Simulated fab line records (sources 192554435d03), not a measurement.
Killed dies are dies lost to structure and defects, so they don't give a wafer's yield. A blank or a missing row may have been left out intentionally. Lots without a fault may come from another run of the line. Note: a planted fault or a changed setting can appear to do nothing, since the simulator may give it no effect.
fab line records || flow n5_finfet
[record] {"lots": 4, "wafers": 12, "last_day": 15}
route steps=1938 shown DUMMY_GATE@246 SPACER0@258 SD_EPI_N@262 BEOL_M4@1111 PASSIVATION@1936
lots that met no fault: from a run of the same line without faults
start_h: hours from the record's opening day to when the first of the lot's shown wafers began || wait_h: time in hours since the lot's previous step || " identical to the entry in the row above || L1.1+2: one row covering several wafers at once || - either no value or no given start || * or withheld: withheld || < > ~ a bound
route shown NAME@n: names a module that has steps shown in the file, with the first one's number in the route || usual: mean and standard deviation over wafers with no fault || same: alike in all rows || chamber/n: place in a boat || sites: the reading at each site || _std_site: how widely they spread, as a standard deviation || _edge_site: mean of outer sites minus mean of inner sites || radius_mm: how far each site lies from the wafer's centre || mask NAME#n: copy n || behind: the tool/chamber that last shaped the wafer || hold: the reason the lot was held/the length of the hold in hours/how it ended || device: the transistor (n, p or np) that didn't switch || end of line: tests run on the same wafers once the route is complete || for a step that has no rows: nothing shown but its recipe || killed: dies lost to structure and defects at the first sort, not the wafer's yield || map: a wafer's dies, marking killed ones x, the rest . and places with no die _
set.NAME: setting as actually run; set.NAME@STEP: the setting as run at that earlier step || model.NAME: the simulator's own value behind a step, which no gauge read
lots seen at some steps along the route; tables by step, rows by wafer
services: from which hour (start_h, from the record's first day; less than 0 if before it) a tool's chamber was out of use, for how many hours, and why
[[steps]]
[step N5_DUMMY_GATE_ETCH_32]
[recipe] {"chemistry": "CF4", "target": "SiO2", "target_depth_a": 35, "time_s": 3.9, "ion_energy_ev": 350, "pressure_mtorr": 10, "icp_w": 800, "bias_w": 400, "cf4_flow_sccm": 80}
[step N5_DUMMY_GATE_ETCH_23]
[recipe] {"chemistry": "HBr/Cl2/O2", "HBr_flow_sccm": 150, "Cl2_flow_sccm": 80, "O2_flow_sccm": 12, "bias_w": 102, "target_depth_a": 410, "time_s": 22.3, "target": "poly-Si", "mask_material": "SiO2", "pressure_mtorr": 10, "icp_w": 800}
[step N5_DUMMY_GATE_ETCH_44]
[recipe] {"chemistry": "HBr/O2", "over_etch_frac": 0.7, "target_depth_a": 1275, "stop_on": "SiO2", "ion_energy_ev": 60, "bias_w": 20, "target": "poly-Si", "mask_material": "SiO2", "pressure_mtorr": 20, "icp_w": 400, "HBr_flow_sccm": 120, "O2_flow_sccm": 10}
[step N5_DUMMY_GATE_ETCH_42]
[recipe] {"chemistry": "CHF3/O2", "target": "SiO2", "target_depth_a": 35, "time_s": 31, "ion_energy_ev": 30, "bias_w": 12, "pressure_mtorr": 30, "source_w": 600, "Ar_flow_sccm": 200, "CHF3_flow_sccm": 50, "O2_flow_sccm": 5}
[step N5_DUMMY_GATE_STRIP_48]
[recipe] {"chemistry": "N2/H2", "time_s": 20, "power_w": 100, "temp_c": 40, "pressure_mtorr": 100, "rf_frequency_hz": 6e+07, "bias_power_w": 3, "n2_flow_sccm": 300, "h2_flow_sccm": 300}
[step N5_DUMMY_GATE_PRECLEAN_33]
[recipe] {"chemistry": "dHF", "time_s": 10, "dilution": "750:1", "temp_c": 25}
[step N5_DUMMY_GATE_PRECLEAN_25]
[recipe] {"chemistry": "O3/DIW", "time_s": 45, "temp_c": 22, "o3_ppm": 10}
[step N5_DUMMY_GATE_PRECLEAN_51]
[recipe] {"chemistry": "SC2", "time_s": 45, "temp_c": 35, "mix": "1:1:50"}
[step N5_DUMMY_GATE_SRD_26]
[recipe] {"dry": "ipa_marangoni", "time_s": 30, "temp_c": 23, "rinse_liquid": "diw"}
[step N5_DUMMY_GATE_UV_OZONE_45]
[recipe] {"time_s": 120, "pressure_torr": 760, "temp_c": 25}
[step N5_SPACER0_ALD_07]
[recipe] {"material": "SiNx", "target_thk_a": 20, "temp_c": 400, "ald_precursor_family": "SiH2I2", "ald_co_reactant": "N2/H2-plasma", "pressure_torr": 2}
[usual] {"heater_power_w": "808/97", "susceptor_temp_C": "399.97/0.23"}
{"lot.wafer": "L367.2", "tool": "ald_sin-04", "chamber": 1, "start_h": 73.79, "wait_h": 1.0, "heater_power_w": 877, "susceptor_temp_C": 399.73}
{"lot.wafer": "L367.3", "tool": "ald_sin-04", "chamber": 0, "start_h": 73.79, "wait_h": 1.0, "heater_power_w": 826, "susceptor_temp_C": 399.75}
{"lot.wafer": "L367.5", "tool": "ald_sin-04", "chamber": 0, "start_h": 73.79, "wait_h": 1.0, "heater_power_w": 856, "susceptor_temp_C": 399.84}
{"lot.wafer": "L372.3", "tool": "ald_sin-02", "chamber": 0, "start_h": 102.80, "wait_h": 0.2, "heater_power_w": 974, "susceptor_temp_C": 400.71}
{"lot.wafer": "L372.4", "tool": "ald_sin-02", "chamber": 2, "start_h": 102.80, "wait_h": 0.2, "heater_power_w": 716, "susceptor_temp_C": 400.30}
{"lot.wafer": "L372.6", "tool": "ald_sin-02", "chamber": 3, "start_h": 102.80, "wait_h": 0.2, "heater_power_w": 732, "susceptor_temp_C": 399.95}
{"lot.wafer": "L377.1", "tool": "ald_sin-04", "chamber": 1, "start_h": 132.81, "wait_h": 0.0, "heater_power_w": 865, "susceptor_temp_C": 399.85}
{"lot.wafer": "L377.2", "tool": "ald_sin-04", "chamber": 3, "start_h": 132.81, "wait_h": 0.0, "heater_power_w": 647, "susceptor_temp_C": 399.88}
{"lot.wafer": "L377.4", "tool": "ald_sin-04", "chamber": 0, "start_h": 132.81, "wait_h": 0.0, "heater_power_w": 835, "susceptor_temp_C": 399.95}
{"lot.wafer": "L378.3", "tool": "ald_sin-04", "chamber": 2, "start_h": 138.04, "wait_h": 0.4, "heater_power_w": 933, "susceptor_temp_C": 399.90}
{"lot.wafer": "L378.4", "tool": "ald_sin-04", "chamber": 0, "start_h": 138.04, "wait_h": 0.4, "heater_power_w": 840, "susceptor_temp_C": 399.87}
{"lot.wafer": "L378.6", "tool": "ald_sin-04", "chamber": 2, "start_h": 138.04, "wait_h": 0.4, "heater_power_w": 908, "susceptor_temp_C": 399.68}
[step N5_SPACER0_ALD_00]
[recipe] {"material": "SiOCN", "target_thk_a": 35, "temp_c": 400, "ald_precursor_family": "alkyl-aminosilane", "ald_co_reactant": "O2/N2-plasma", "pulse_time_s": 3, "purge_time_s": 2, "co_reactant_purge_time_s": 2, "ald_cycles": 58, "pressure_torr": 2}
[step N5_SPACER0_ALD_08]
[recipe] {"material": "SiNx", "target_thk_a": 20, "temp_c": 400, "ald_precursor_family": "SiH2I2", "ald_co_reactant": "N2/H2-plasma", "pressure_torr": 2}
[step N5_SD_EPI_N_COAT_32]
[recipe] {"resist": "SOC", "temp_c": 250, "time_s": 60, "spin_rpm": 1500, "resist_thk_nm": 350}
[step N5_SD_EPI_N_COAT_33]
[recipe] {"resist": "SiARC", "temp_c": 220, "time_s": 60, "spin_rpm": 1500, "resist_thk_nm": 35}
[step N5_SD_EPI_N_COAT_03]
[recipe] {"resist": "CAR-ArF-block", "spin_rpm": 1500, "resist_thk_nm": 150}
[step N5_SD_EPI_N_EBR_05]
[recipe] {"solvent": "PGMEA", "ebr_width_mm": 1.5}
[step N5_SD_EPI_N_SOFTBAKE_04]
[recipe] {"temp_c": 110, "time_s": 60, "resist": "CAR-ArF-block"}
[step N5_SD_EPI_N_EXPOSE_06]
[recipe] {"mask_id": "SD_N_BLK", "na": 1.35, "source_shape": "conventional", "sigma_outer": 0.8, "polarization": "unpolarized", "target_cd_nm": 120, "dose_mj": 39.75}
[step N5_SD_EPI_N_PEB_07]
[recipe] {"peb_temp_c": 110, "peb_time_s": 60, "resist": "CAR-ArF-block"}
[step N5_SD_EPI_N_DEVELOP_08]
[recipe] {"develop_time_s": 30, "developer": "TMAH", "resist": "CAR-ArF-block", "dev_temp_c": 23, "rinse_liquid": "diw", "dry": "air_spin"}
[step N5_SD_EPI_N_DESCUM_14]
[recipe] {"chemistry": "O2", "time_s": 7.9, "source_power_w": 50, "bias_power_w": 20, "pressure_mtorr": 20, "rf_frequency_hz": 2.712e+07, "temp_c": 40, "resist": "CAR-ArF-block", "o2_flow_sccm": 225}
[step N5_SD_EPI_N_ETCH_34]
[recipe] {"chemistry": "CF4", "target": "SiARC", "target_depth_a": 455, "mask_material": "CAR-ArF-block", "time_s": 75.8, "ion_energy_ev": 80, "pressure_mtorr": 40, "source_w": 545, "bias_w": 36, "Ar_flow_sccm": 100, "cf4_flow_sccm": 100, "ends": "cleared"}
[step N5_SD_EPI_N_ETCH_35]
[recipe] {"chemistry": "N2/H2", "target": "SOC", "overetch_a": 1080, "mask_material": "SiARC", "temp_c": 40, "ion_energy_ev": 100, "source_w": 3000, "bias_w": 133, "pressure_mtorr": 20, "time_s": 486, "n2_flow_sccm": 200, "h2_flow_sccm": 200}
[step N5_SD_EPI_N_STRIP_36]
[recipe] {"chemistry": "N2/H2", "temp_c": 40, "n2_flow_sccm": 200, "h2_flow_sccm": 200, "rf_frequency_hz": 6e+07}
[step N5_SD_EPI_N_ETCHBACK_44]
[recipe] {"chemistry": "CH3F/O2", "mode": "anisotropic_etchback", "target": "SiNx", "target_depth_a": 145, "stop_on": "SiO2", "over_etch_frac": 0.3, "ion_energy_ev": 120, "pressure_mtorr": 30, "source_w": 395, "bias_w": 73, "Ar_flow_sccm": 150, "CH3F_flow_sccm": 30, "O2_flow_sccm": 20}
[step N5_SD_EPI_N_ETCH_45]
[recipe] {"chemistry": "CH3F/O2", "target": "SiOCN", "target_depth_a": 60, "mask_material": "SOC", "ion_energy_ev": 60, "bias_w": 29, "pressure_mtorr": 15, "source_w": 410, "Ar_flow_sccm": 150, "CH3F_flow_sccm": 30, "O2_flow_sccm": 20}
[step N5_SD_EPI_N_ETCH_16]
[recipe] {"chemistry": "CHF3/O2", "target": "SiO2", "target_depth_a": 50, "mask_material": "SOC", "pressure_mtorr": 30, "source_w": 650, "bias_w": 170, "Ar_flow_sccm": 200, "CHF3_flow_sccm": 50, "O2_flow_sccm": 5, "ion_energy_ev": 200}
[step N5_SD_EPI_N_STRIP_47]
[recipe] {"chemistry": "CHF3/O2", "resist": "SiARC", "rf_frequency_hz": 6e+07}
[step N5_SD_EPI_N_SD_RECESS_17]
[recipe] {"chemistry": "HBr/Cl2/O2", "target_depth_a": 410, "mask_material": "SOC", "time_s": 23.7, "bt_time_s": 3, "pressure_mtorr": 10, "icp_w": 800, "bias_w": 112, "HBr_flow_sccm": 150, "Cl2_flow_sccm": 80, "O2_flow_sccm": 12}
[step N5_SD_EPI_N_STRIP_38]
[recipe] {"chemistry": "N2/H2", "power_w": 1000, "temp_c": 250, "h2_frac": 0.65, "overash_fraction": 0.3, "pressure_mtorr": "withheld", "n2_flow_sccm": 1750, "h2_flow_sccm": 3250}
[step N5_SD_EPI_N_WET_ETCH_43]
[recipe] {"chemistry": "dHF", "dilution": "withheld", "time_s": 14, "target": "SiO2", "target_depth_a": 15, "temp_c": 25}
[step N5_SD_EPI_N_STRIP_18]
[recipe] {"chemistry": "SPM", "time_s": 750, "temp_c": 130, "h2so4_h2o2_vol_ratio": 4}
[step N5_SD_EPI_N_SRD_20]
[recipe] {"dry": "ipa_marangoni", "do_ppb": 5, "time_s": 30, "temp_c": 23, "rinse_liquid": "diw"}
[step N5_SD_EPI_N_PRECLEAN_48]
[recipe] {"chemistry": "NF3:NH3", "afs_cycles": 2, "temp_c": 30, "time_s": 20, "sublimation_temp_c": 180, "sublimation_time_s": 60, "pressure_torr": 3, "rf_power_w": 30}
[step N5_SD_EPI_N_VAPOR_ETCH_50]
[recipe] {"chemistry": "HCl", "target": "Si", "temp_c": 775, "time_s": 54, "pressure_torr": 20, "mode": "isotropic"}
[step N5_BEOL_M4_RC_MEAS_101]
[usual] {"DIBL_N": "37.5/2", "DIBL_P": "37.5/2.5", "IOFF_N": "0.18/0.042", "IOFF_P": "0.24/0.046", "ION_N": "677/15", "ION_P": "464/9.5", "SS_N": "72.0/0.76", "SS_P": "73.6/0.79", "VT_N": "249/3.5", "VT_P": "-249/3.2"}
{"lot.wafer": "L367.2", "tool": "prober-02", "chamber": 0, "start_h": 182.70, "wait_h": 0.2, "DIBL_N[mV/V]": 38.2, "DIBL_P[mV/V]": 35.4, "IOFF_N[nA/um]": 0.17, "IOFF_P[nA/um]": 0.23, "ION_N[uA/um]": 671, "ION_P[uA/um]": 462, "SS_N[mV/dec]": 72.1, "SS_P[mV/dec]": 73.1, "VT_N[mV]": 252, "VT_P[mV]": -247}
{"lot.wafer": "L367.3", "tool": "prober-02", "chamber": 0, "start_h": 182.70, "wait_h": 0.2, "DIBL_N[mV/V]": 40.2, "DIBL_P[mV/V]": 40.1, "IOFF_N[nA/um]": 0.21, "IOFF_P[nA/um]": 0.32, "ION_N[uA/um]": 691, "ION_P[uA/um]": 479, "SS_N[mV/dec]": 72.4, "SS_P[mV/dec]": 74.3, "VT_N[mV]": 247, "VT_P[mV]": -244}
{"lot.wafer": "L367.5", "tool": "prober-02", "chamber": 0, "start_h": 182.70, "wait_h": 0.2, "DIBL_N[mV/V]": 36.9, "DIBL_P[mV/V]": 33.5, "IOFF_N[nA/um]": 0.15, "IOFF_P[nA/um]": 0.21, "ION_N[uA/um]": 660, "ION_P[uA/um]": 461, "SS_N[mV/dec]": 72.1, "SS_P[mV/dec]": 72.7, "VT_N[mV]": 254, "VT_P[mV]": -247}
{"lot.wafer": "L372.3", "tool": "prober-02", "chamber": 0, "start_h": 221.36, "wait_h": 0.3, "DIBL_N[mV/V]": 36.1, "DIBL_P[mV/V]": 37.0, "IOFF_N[nA/um]": 0.15, "IOFF_P[nA/um]": 0.24, "ION_N[uA/um]": 664, "ION_P[uA/um]": 465, "SS_N[mV/dec]": 70.5, "SS_P[mV/dec]": 72.8, "VT_N[mV]": 249, "VT_P[mV]": -247}
{"lot.wafer": "L372.4", "tool": "prober-02", "chamber": 0, "start_h": 221.36, "wait_h": 0.3, "DIBL_N[mV/V]": 38.5, "DIBL_P[mV/V]": 39.1, "IOFF_N[nA/um]": 0.20, "IOFF_P[nA/um]": 0.28, "ION_N[uA/um]": 683, "ION_P[uA/um]": 471, "SS_N[mV/dec]": 71.2, "SS_P[mV/dec]": 73.7, "VT_N[mV]": 243, "VT_P[mV]": -248}
{"lot.wafer": "L372.6", "tool": "prober-02", "chamber": 0, "start_h": 221.36, "wait_h": 0.3, "DIBL_N[mV/V]": 39.5, "DIBL_P[mV/V]": 38.0, "IOFF_N[nA/um]": 0.25, "IOFF_P[nA/um]": 0.27, "ION_N[uA/um]": 685, "ION_P[uA/um]": 468, "SS_N[mV/dec]": 72.0, "SS_P[mV/dec]": 73.5, "VT_N[mV]": 242, "VT_P[mV]": -246}
{"lot.wafer": "L377.1", "tool": "prober-02", "chamber": 0, "start_h": 244.72, "wait_h": 0.0, "DIBL_N[mV/V]": 34.6, "DIBL_P[mV/V]": 33.6, "IOFF_N[nA/um]": 0.13, "IOFF_P[nA/um]": 0.18, "ION_N[uA/um]": 667, "ION_P[uA/um]": 455, "SS_N[mV/dec]": 71.9, "SS_P[mV/dec]": 73.6, "VT_N[mV]": 254, "VT_P[mV]": -251}
{"lot.wafer": "L377.2", "tool": "prober-02", "chamber": 0, "start_h": 244.72, "wait_h": 0.0, "DIBL_N[mV/V]": 34.9, "DIBL_P[mV/V]": 34.2, "IOFF_N[nA/um]": 0.15, "IOFF_P[nA/um]": 0.21, "ION_N[uA/um]": 657, "ION_P[uA/um]": 455, "SS_N[mV/dec]": 71.8, "SS_P[mV/dec]": 72.4, "VT_N[mV]": 249, "VT_P[mV]": -248}
{"lot.wafer": "L377.4", "tool": "prober-02", "chamber": 0, "start_h": 244.72, "wait_h": 0.0, "DIBL_N[mV/V]": 38.6, "DIBL_P[mV/V]": 39.3, "IOFF_N[nA/um]": 0.22, "IOFF_P[nA/um]": 0.29, "ION_N[uA/um]": 695, "ION_P[uA/um]": 473, "SS_N[mV/dec]": 72.4, "SS_P[mV/dec]": 74.2, "VT_N[mV]": 245, "VT_P[mV]": -244}
{"lot.wafer": "L378.3", "tool": "prober-01", "chamber": 0, "start_h": 248.52, "wait_h": 0.3, "DIBL_N[mV/V]": 39.5, "DIBL_P[mV/V]": 39.5, "IOFF_N[nA/um]": 0.21, "IOFF_P[nA/um]": 0.27, "ION_N[uA/um]": 694, "ION_P[uA/um]": 472, "SS_N[mV/dec]": 72.1, "SS_P[mV/dec]": 73.6, "VT_N[mV]": 245, "VT_P[mV]": -245}
{"lot.wafer": "L378.4", "tool": "prober-01", "chamber": 0, "start_h": 248.52, "wait_h": 0.3, "DIBL_N[mV/V]": 35.8, "DIBL_P[mV/V]": 34.5, "IOFF_N[nA/um]": 0.14, "IOFF_P[nA/um]": 0.19, "ION_N[uA/um]": 670, "ION_P[uA/um]": 461, "SS_N[mV/dec]": 71.5, "SS_P[mV/dec]": 73.6, "VT_N[mV]": 251, "VT_P[mV]": -251}
{"lot.wafer": "L378.6", "tool": "prober-01", "chamber": 0, "start_h": 248.52, "wait_h": 0.3, "DIBL_N[mV/V]": 39.7, "DIBL_P[mV/V]": 40.4, "IOFF_N[nA/um]": 0.23, "IOFF_P[nA/um]": 0.30, "ION_N[uA/um]": 692, "ION_P[uA/um]": 472, "SS_N[mV/dec]": 71.9, "SS_P[mV/dec]": 74.5, "VT_N[mV]": 245, "VT_P[mV]": -247}
[step N5_PASSIVATION_PROBE_49]
[usual] {"defect_limited_yield": "91.8/1.5", "killed_at_M0_to_M3": "33/11", "killed_at_M4_up": "13/5", "killed_at_contacts": "11/5.6", "killed_at_front_end": "36/12", "killed_at_other": "3.4/2.5", "killed_dies": "97/18", "killed_on_rim": "12/4.2", "killed_open": "64/13", "killed_short": "31/6.9", "sort_bin_5_function": "4.8/1", "sort_bin_6_memory": "3.1/0.64", "sort_n_pass": "1083/18", "sort_yield_pct": "91.8/1.5"}
[same] {"gross_dies": 1180, "killed_at_back_side": 0, "sort_bin_4_leakage[%]": 0, "sort_bin_8_speed[%]": 0}
{"lot.wafer": "L372.3", "tool": "prober-02", "chamber": "-", "start_h": 325.84, "wait_h": 0.1, "defect_limited_yield[%]": 93.6, "killed_at_M0_to_M3": 29, "killed_at_M4_up": 18, "killed_at_contacts": 5, "killed_at_front_end": 19, "killed_at_other": 4, "killed_dies": 75, "killed_on_rim": 7, "killed_open": 50, "killed_short": 25, "sort_bin_5_function[%]": 3.6, "sort_bin_6_memory[%]": 2.5, "sort_n_pass": 1105, "sort_yield_pct[%]": 93.6}
{"lot.wafer": "L372.4", "tool": "prober-02", "chamber": "-", "start_h": 325.89, "wait_h": 0.2, "defect_limited_yield[%]": 90.9, "killed_at_M0_to_M3": 58, "killed_at_M4_up": 9, "killed_at_contacts": 9, "killed_at_front_end": 31, "killed_at_other": 0, "killed_dies": 107, "killed_on_rim": 20, "killed_open": 69, "killed_short": 37, "sort_bin_5_function[%]": 4.4, "sort_bin_6_memory[%]": 4.2, "sort_n_pass": 1073, "sort_yield_pct[%]": 90.9}
{"lot.wafer": "L372.6", "tool": "prober-02", "chamber": "-", "start_h": 325.99, "wait_h": 0.3, "defect_limited_yield[%]": 93.1, "killed_at_M0_to_M3": 36, "killed_at_M4_up": 10, "killed_at_contacts": 9, "killed_at_front_end": 26, "killed_at_other": 1, "killed_dies": 82, "killed_on_rim": 13, "killed_open": 60, "killed_short": 21, "sort_bin_5_function[%]": 4.3, "sort_bin_6_memory[%]": 2.3, "sort_n_pass": 1098, "sort_yield_pct[%]": 93.1}
{"lot.wafer": "L378.3", "tool": "prober-02", "chamber": "-", "start_h": 352.75, "wait_h": 0.1, "defect_limited_yield[%]": 78.1, "killed_at_M0_to_M3": 42, "killed_at_M4_up": 14, "killed_at_contacts": 7, "killed_at_front_end": 194, "killed_at_other": 1, "killed_dies": 258, "killed_on_rim": 107, "killed_open": 82, "killed_short": 35, "sort_bin_5_function[%]": 5.8, "sort_bin_6_memory[%]": 3.6, "sort_n_pass": 922, "sort_yield_pct[%]": 78.1}
{"lot.wafer": "L378.4", "tool": "prober-02", "chamber": "-", "start_h": 352.80, "wait_h": 0.2, "defect_limited_yield[%]": 77.3, "killed_at_M0_to_M3": 43, "killed_at_M4_up": 15, "killed_at_contacts": 6, "killed_at_front_end": 202, "killed_at_other": 2, "killed_dies": 268, "killed_on_rim": 110, "killed_open": 119, "killed_short": 38, "sort_bin_5_function[%]": 7.5, "sort_bin_6_memory[%]": 5.6, "sort_n_pass": 912, "sort_yield_pct[%]": 77.3}
{"lot.wafer": "L378.6", "tool": "prober-02", "chamber": "-", "start_h": 352.90, "wait_h": 0.3, "defect_limited_yield[%]": 76.3, "killed_at_M0_to_M3": 33, "killed_at_M4_up": 20, "killed_at_contacts": 3, "killed_at_front_end": 217, "killed_at_other": 7, "killed_dies": 280, "killed_on_rim": 110, "killed_open": 92, "killed_short": 41, "sort_bin_5_function[%]": 6.1, "sort_bin_6_memory[%]": 5.0, "sort_n_pass": 900, "sort_yield_pct[%]": 76.3}
{"lot.wafer": "L377.1", "tool": "prober-02", "chamber": "-", "start_h": 355.35, "wait_h": 0.0, "defect_limited_yield[%]": 79.8, "killed_at_M0_to_M3": 40, "killed_at_M4_up": 14, "killed_at_contacts": 5, "killed_at_front_end": 176, "killed_at_other": 3, "killed_dies": 238, "killed_on_rim": 118, "killed_open": 58, "killed_short": 39, "sort_bin_5_function[%]": 4.6, "sort_bin_6_memory[%]": 3.5, "sort_n_pass": 942, "sort_yield_pct[%]": 79.8}
{"lot.wafer": "L377.2", "tool": "prober-02", "chamber": "-", "start_h": 355.40, "wait_h": 0.1, "defect_limited_yield[%]": 80.3, "killed_at_M0_to_M3": 46, "killed_at_M4_up": 17, "killed_at_contacts": 12, "killed_at_front_end": 156, "killed_at_other": 1, "killed_dies": 232, "killed_on_rim": 107, "killed_open": 74, "killed_short": 31, "sort_bin_5_function[%]": 6.2, "sort_bin_6_memory[%]": 2.8, "sort_n_pass": 948, "sort_yield_pct[%]": 80.3}
{"lot.wafer": "L377.4", "tool": "prober-02", "chamber": "-", "start_h": 355.50, "wait_h": 0.2, "defect_limited_yield[%]": 82.8, "killed_at_M0_to_M3": 35, "killed_at_M4_up": 11, "killed_at_contacts": 0, "killed_at_front_end": 151, "killed_at_other": 6, "killed_dies": 203, "killed_on_rim": 102, "killed_open": 45, "killed_short": 35, "sort_bin_5_function[%]": 3.9, "sort_bin_6_memory[%]": 2.7, "sort_n_pass": 977, "sort_yield_pct[%]": 82.8}
// killed by level:class
L372.3 BEOL_M4:geometric_particle:open=8 BEOL_M2:geometric_particle:open=6 BEOL_M5:geometric_particle:open=6 MOL_CONTACT_COAG:geometric_particle:open=5 BEOL_M0_SAQP:geometric_particle:open=5 ILD0:geometric_particle:short=4 GATE_CUT:geometric_particle:short=4 BEOL_M0_SAQP:geometric_particle:short=3
L372.4 BEOL_M3:geometric_particle:open=13 BEOL_M0:geometric_particle:open=10 MOL_CONTACT_COAG:geometric_particle:open=8 BEOL_M0_SAQP:geometric_particle:short=8 GATE_CUT:geometric_particle:short=6 BEOL_M0_SAQP:geometric_particle:open=6 BEOL_M2:geometric_particle:short=6 FIN_SAQP:geometric_particle:open=5
L372.6 BEOL_M2:geometric_particle:open=9 FIN_SAQP:geometric_particle:open=8 BEOL_M3:geometric_particle:open=8 MOL_CONTACT_COAG:geometric_particle:open=7 BEOL_M0_SAQP:geometric_particle:short=5 STARTING-WAFER:geometric_particle:open=4 FIN_SAQP:geometric_particle:short=3 ILD0:geometric_particle:open=3
L378.3 SPACER0:area_ald=141 STI_FIN_REVEAL:geometric_particle:open=13 FIN_SAQP:geometric_particle:open=13 FIN_SAQP:geometric_particle:short=12 BEOL_M0_SAQP:geometric_particle:open=9 BEOL_M3:geometric_particle:open=9 BEOL_M4:geometric_particle:open=8 MOL_CONTACT_COAG:geometric_particle:open=7
L378.4 SPACER0:area_ald=109 FIN_SAQP:geometric_particle:open=40 FIN_SAQP:geometric_particle:short=12 GATE_CUT:geometric_particle:open=11 BEOL_M2:geometric_particle:open=11 BEOL_M0_SAQP:geometric_particle:open=9 DUMMY_GATE:geometric_particle:open=8 GATE_CUT:geometric_particle:short=8
L378.6 SPACER0:area_ald=144 STI_FIN_REVEAL:geometric_particle:open=25 FIN_SAQP:geometric_particle:open=16 BEOL_M4:geometric_particle:open=10 FIN_SAQP:geometric_particle:short=9 GATE_CUT:geometric_particle:short=8 BEOL_M0_SAQP:geometric_particle:open=6 BEOL_M3:geometric_particle:open=6
L377.1 SPACER0:area_ald=139 BEOL_M0_SAQP:geometric_particle:short=14 STI_FIN_REVEAL:geometric_particle:open=9 BEOL_M0_SAQP:geometric_particle:open=9 STARTING-WAFER:geometric_particle:open=7 DUMMY_GATE:geometric_particle:short=5 BEOL_M8:geometric_particle:open=4 GATE_CUT:geometric_particle:short=4
L377.2 SPACER0:area_ald=124 STI_FIN_REVEAL:geometric_particle:open=16 MOL_CONTACT_COAG:geometric_particle:open=11 BEOL_M0_SAQP:geometric_particle:short=10 BEOL_M3:geometric_particle:open=7 BEOL_M6:geometric_particle:open=6 BEOL_M0_SAQP:geometric_particle:open=6 BEOL_M2:geometric_particle:open=6
L377.4 SPACER0:area_ald=122 BEOL_M2:geometric_particle:open=10 STI_FIN_REVEAL:geometric_particle:open=6 BEOL_M0_SAQP:geometric_particle:short=6 BEOL_M0:geometric_particle:short=6 FIN_SAQP:geometric_particle:short=5 BEOL_M0_SAQP:geometric_particle:open=5 BEOL_M4:geometric_particle:open=5
// map L377.1 (x killed, . not)
_________________xxxxxx.x.xxx________________
______________xx.xx....x..xxx.xx_____________
___________xx..x................xxx__________
__________xxx.............x.......xx_________
________xxx........x...............xx._______
_______x.x.....x.x.............x.x..x.x______
______.x.x...........x...............xx._____
_____x.x................................x____
____xxx.x......x....x.x............x....x.___
___xxx...................x...x............x__
___xx...................................xxx__
__xxx.x.......x....................x......xx_
__......x.........x.x..x.........x..x.....xx_
_x.x.x..x.........................x.....x..xx
_x.....x.....x............................xxx
_xx..x...........x.........................xx
_xx...x.......x...........x.......x..........
_xx.............x...............x............
_xx....x...x............xx......x.x.xx.....xx
_xx.................x......x.....x..x.......x
_xx..x.........x..x........................xx
__x.xx...............x................xx.x.x_
__.x.................x...................xxx_
___x...............x....................xxx__
___xxxx..........................x......xxx__
____x.x.x.....x....................x.....x___
_____.x..........................x....xxx____
______x................x..x..........xx._____
_______xxx..........x..x...........xx.x______
________x..x............x........x..xx_______
__________xx...........xx.........xx_________
___________xxxx...x.........x.xxxxx__________
______________xxx..x....x..xxxxx_____________
_________________.xxxxxxxx.x.________________
// map L378.6 (x killed, . not)
_________________xxx.xxx.xx.x________________
______________xxxxx..xxxxx.x...x_____________
___________.x..xx.x.x.x.x....xx.xxx__________
__________xx.x.....x....x.........x._________
________xx.x.........x........x.x..xxx_______
_______xxx.................x.....x.x.xx______
______xxx.....x....................x.x.x_____
_____.....................x.............x____
____xx.x.............x...x.....xx..x...xx.___
___...x....x.x...xx....xx.x.....x...x....xx__
___xx.....xx..............................x__
__x.x............x...x.x...........x...x.xxx_
__x..x......x................x............xx_
_x.............x..x.........................x
_xx...xx..........x...x........xx.........x.x
_xxx.x..x..x....x......................x.x..x
_xx.............x.........................xxx
_.....xx....x.........x....x...x.......x....x
_xx.......................x.........x.......x
_xx..x..................x...x.............xxx
_xx..x..x......x....x.....................xxx
__xxxx...x.xx........x...........x........xx_
__xxx....x...x..........x.................xx_
___..x..............xx............x.......x__
___.xx.....x...........x.x............x..xx__
____xxx....x...........xx....x...x.....x.x___
_____xxx..x.......x........x..........x.x____
______x............x.x.....x....x....xxx_____
_______.xxxx......x.....x......x....x..______
________x..xx.xx........x.......xx.x.x_______
__________x.x........x.....x..x.x..x_________
___________xxxx.......x...x.x..x.xx__________
______________xxxxxx...x...x.xxx_____________
_________________xxx.xx.x..xx________________
[[services]]
{"tool": "ald_sin-04", "chamber": "-", "start_h": 72.06, "hours": 1.7, "kind": "repair"}
{"tool": "ald_sin-02", "chamber": "-", "start_h": 85.25, "hours": 14.0, "kind": "pm"}
{"tool": "ald_sin-02", "chamber": 0, "start_h": 85.25, "hours": 14.0, "kind": "vent_cycle"}
{"tool": "ald_sin-02", "chamber": 1, "start_h": 85.25, "hours": 14.0, "kind": "vent_cycle"}
{"tool": "ald_sin-02", "chamber": 2, "start_h": 85.25, "hours": 14.0, "kind": "vent_cycle"}
{"tool": "ald_sin-02", "chamber": 3, "start_h": 85.25, "hours": 14.0, "kind": "vent_cycle"}
{"tool": "ald_sin-02", "chamber": 0, "start_h": 99.25, "hours": "-", "kind": "clean"}
{"tool": "ald_sin-02", "chamber": 1, "start_h": 99.25, "hours": "-", "kind": "clean"}
{"tool": "ald_sin-02", "chamber": 2, "start_h": 99.25, "hours": "-", "kind": "clean"}
{"tool": "ald_sin-02", "chamber": 3, "start_h": 99.25, "hours": "-", "kind": "clean"}
{"tool": "ald_sin-02", "chamber": "-", "start_h": 137.97, "hours": 14.6, "kind": "pm"}
[[key]]
[first_sign] {"step": "N5_PASSIVATION_PROBE_49", "reading": "killed_at_front_end", "direction": "up", "sigmas": 12, "usual": 36, "struck": 183}
[effect] {"step": "N5_PASSIVATION_PROBE_49", "reading": "defect_limited_yield", "direction": "down", "sigmas": 8.4, "usual": 91.8, "struck": 79.1}
[more_kills_born_at] {"N5_SPACER0_ALD_07@ald_sin-04": 779}
met_at N5_SPACER0_ALD_07
struck_wafers L377.1,L377.2,L377.4,L378.3,L378.4,L378.6
onset_between 73.79 132.81
also_fits time
[fault] {"kind": "site_profile_drift", "tool": "ald_sin-04", "chamber": "-", "onset_h": 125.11, "steps": "N5_SPACER0_ALD_07", "basis": "fraction", "max_abs_drift": 0.39758, "slope_share_per_hr": 88.351, "site_pattern": "0,0,0,0,0,-1,-1,-1,-1"}
